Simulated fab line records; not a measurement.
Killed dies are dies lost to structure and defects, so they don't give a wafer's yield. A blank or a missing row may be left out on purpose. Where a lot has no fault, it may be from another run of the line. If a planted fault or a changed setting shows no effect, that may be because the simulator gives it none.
Split-lot experiment	flow n5Finfet	on a route of 1938 steps: 7 lots, 21 wafers read

ON THE SPLIT
At N5_BEOL_M15_TRENCH_ETCH_34 (etches SiO2 in C4F8/O2/Ar, target depth 872.93 nm, time 199 s), the setting biasW was moved away from the recipe's 2040 W on 6 of the 21 wafers read, by -13.4% to -8.0%. All remaining wafers had this setting at the recipe value.

The reading comes from the split's own step.

THE READING
rfVppV, in V, at N5_BEOL_M15_TRENCH_ETCH_34 (etches SiO2 in C4F8/O2/Ar, target depth 872.93 nm, time 199 s). A value of 2220 V with a standard deviation of 48 V is what fault-free wafers of this fab line usually give.

wafer	tool, chamber at the split	biasW as run, W	against the recipe	rfVppV, V	against lot-mates on the recipe
L080.1	rieDiel-02, 3	2040	recipe	2166	-
L080.4	rieDiel-02, 2	2040	recipe	2141	-
L080.5	rieDiel-02, 3	2040	recipe	2167	-
L083.3	rieDiel-03, 1	1766	-13.4%	1987	-204
L083.4	rieDiel-03, 2	2040	recipe	2200	-
L083.6	rieDiel-03, 0	2040	recipe	2182	-
L087.2	rieDiel-02, 3	2040	recipe	2167	-
L087.3	rieDiel-02, 0	2040	recipe	2186	-
L087.5	rieDiel-02, 1	2040	recipe	2218	-
L091.2	rieDiel-01, 2	1877	-8.0%	2188	-35
L091.5	rieDiel-01, 3	2040	recipe	2223	-
L091.6	rieDiel-01, 0	1877	-8.0%	2095	-128
L096.1	rieDiel-02, 1	1780	-12.7%	2013	-153
L096.3	rieDiel-02, 3	2040	recipe	2166	-
L096.6	rieDiel-02, 0	1780	-12.7%	1984	-182
L097.4	rieDiel-02, 3	2040	recipe	2165	-
L097.5	rieDiel-02, 3	2040	recipe	2164	-
L097.6	rieDiel-02, 0	1823	-10.6%	2018	-146
L095.3	rieDiel-01, 0	2040	recipe	2221	-
L095.4	rieDiel-01, 1	2040	recipe	2274	-
L095.5	rieDiel-01, 2	2040	recipe	2320	-

THE FIT
A straight line over all 21 wafers: rfVppV changes by +14.6 V for each +1% of biasW; r = +0.85; the points scatter about the line by 49 V.
The same after taking each lot's own level away (the mean of its wafers on the recipe; 21 wafers): +13.3 V for each +1%; r = +0.94; scatter 27 V.
That fit puts the effect of the largest move of biasW on the reading at 1.8e+02 V.
Across the lots, their own levels run from 2158.0 to 2271.7 V, a range of 2.4 times the standard deviation given above.
Hence the lot-to-lot level has little effect on the slope; both slopes agree.
Check: with one of the wafers moved furthest among these (-13.4%) left out of the fit, the line predicts -169 V for it against its lot-mates. It came out at -204 V against them.
Tool readings at the split's step, against how far the setting was moved: rfVppV r = +0.85.

OTHER SPLITS APPLIED TO THESE WAFERS
Before the reading, these wafers also passed through other splits. Each is held against what the fit with the lots' levels taken away leaves over:
other split on the same wafers	wafers away from the commonest value	r with rfVppV (lot level and that fit taken away)
N5_BEOL_M11_COAT_60 spinRpm	7	-0.26
N5_BEOL_M12_PEB_08 pebTempC	6	+0.03
N5_BEOL_M15_EXPOSE_07 doseMj	8	-0.01

FILE'S OWN FIT
rfVppV changes by +13.6 V for each +1% of biasW, r = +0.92.
